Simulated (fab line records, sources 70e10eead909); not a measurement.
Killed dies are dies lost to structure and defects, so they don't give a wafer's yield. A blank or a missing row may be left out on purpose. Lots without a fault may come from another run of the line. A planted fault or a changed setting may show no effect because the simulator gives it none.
Chamber matching | flow nand_harc | NHARC_P_M2_PRE_CLEAN_32 on pecvd-01: 3 sister chambers
The step time 12 s. 3 wafers are shown with their chamber, then 7 later ones without.

WAFERS WITH THEIR CHAMBER
wafer  | chamber | heater_power_w (W)
L114.5 | 1       | 523
L119.2 | 0       | 701
L119.4 | 2       | 651

WAFERS WITHOUT THEIR CHAMBER
wafer  | heater_power_w (W)
L119.5 | 473
L121.1 | 609
L121.3 | 711
L121.6 | 606
L122.1 | 663
L122.2 | 468
L122.5 | 665

WHICH CHAMBER EACH WENT THROUGH
wafer  | from the rows above          | in truth
L119.5 | 1                            | 1
L121.1 | can't be placed: 2 or 1 or 0 | 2
L121.3 | can't be placed: 0 or 2      | 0
L121.6 | can't be placed: 2 or 1 or 0 | 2
L122.1 | can't be placed: 2 or 0      | 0
L122.2 | 1                            | 1
L122.5 | can't be placed: 2 or 0      | 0
Placed correctly: 2 of 7. Can't be placed from these rows: 5 (the true chamber is among the candidates in 5). Placed wrongly: 0.
How it was worked out, from the rows above alone: a wafer's distance from a chamber is the root of the sum, over the readings, of the square of ((its reading less the chamber's mean) divided by the reading's scatter). The wafer belongs to the nearest chamber; if the next one is less than 2 further off, it can't be placed. A chamber's mean is the mean of its shown wafers. The scatter: with one shown wafer a chamber, the root of the mean of the squares of how far each hidden wafer lies from its nearest shown one.
